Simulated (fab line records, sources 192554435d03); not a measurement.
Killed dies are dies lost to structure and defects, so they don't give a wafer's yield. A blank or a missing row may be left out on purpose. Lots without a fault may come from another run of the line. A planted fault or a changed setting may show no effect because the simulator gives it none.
Chamber matching | flow n5_finfet | N5_BEOL_M13_ETCH_67 on rie_diel-05: 4 sister chambers
The step etches SiARC in CF4, target depth 143 nm, time 238.3 s. 16 wafers are shown with their chamber, then 7 later ones without.

WAFERS WITH THEIR CHAMBER
wafer  | chamber | throttle_valve_pct (%) | etch_rf_on_time_s (s) | oes_product_au (a.u.)
L075.3 | 1       | 15.97                  | 236                   | 0.59
L075.5 | 1       | 15.96                  | 235                   | 0.58
L075.6 | 2       | 15.21                  | 236                   | 0.77
L077.1 | 2       | 15.21                  | 237                   | 0.77
L077.5 | 0       | 15.86                  | 243                   | 0.57
L080.1 | 2       | 15.23                  | 236                   | 0.76
L080.2 | 1       | 16.00                  | 236                   | 0.58
L080.5 | 1       | 15.99                  | 237                   | 0.57
L084.1 | 0       | 15.88                  | 239                   | 0.56
L084.4 | 0       | 15.86                  | 238                   | 0.57
L084.5 | 2       | 15.24                  | 232                   | 0.75
L087.3 | 2       | 15.26                  | 235                   | 0.75
L087.5 | 1       | 15.99                  | 235                   | 0.58
L087.6 | 3       | 16.17                  | 247                   | 0.58
L091.1 | 2       | 15.30                  | 236                   | 0.71
L091.4 | 0       | 15.40                  | 234                   | 0.81

SIGNATURES (means of the wafers above)
reading            | chamber 0 | chamber 1 | chamber 2 | chamber 3 | scatter within a chamber
throttle_valve_pct | 15.7500   | 15.9820   | 15.2417   | 16.1700   | 0.119
etch_rf_on_time_s  | 238.50    | 235.80    | 235.33    | 247.00    | 2.22
oes_product_au     | 0.6275    | 0.5800    | 0.7517    | 0.5800    | 0.0627
Rule: a wafer's distance from a chamber is the root of the sum, over the readings, of the square of ((its reading less the chamber's mean) divided by the reading's scatter). The wafer belongs to the nearest chamber; if the next one is less than 2 further off, it can't be placed. The scatter: the root of (the sum of the squares of (reading less its chamber's mean) over the shown wafers, divided by (wafers less chambers)).

WAFERS WITHOUT THEIR CHAMBER
wafer  | throttle_valve_pct (%) | etch_rf_on_time_s (s) | oes_product_au (a.u.)
L091.5 | 15.28                  | 236                   | 0.72
L096.1 | 15.40                  | 235                   | 0.80
L096.3 | 15.28                  | 237                   | 0.72
L096.5 | 15.48                  | 234                   | 0.83
L095.3 | 15.41                  | 238                   | 0.79
L095.5 | 15.39                  | 236                   | 0.80
L095.6 | 15.49                  | 235                   | 0.83

WHICH CHAMBER EACH WENT THROUGH
wafer  | from the rows above     | in truth
L091.5 | 2                       | 2
L096.1 | 2                       | 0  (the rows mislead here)
L096.3 | 2                       | 2
L096.5 | 2                       | 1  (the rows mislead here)
L095.3 | can't be placed: 2 or 0 | 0
L095.5 | 2                       | 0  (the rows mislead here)
L095.6 | can't be placed: 2 or 0 | 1
Placed correctly: 2 of 7. Can't be placed from these rows: 2 (the true chamber is among the candidates in 1). Placed wrongly: 3.
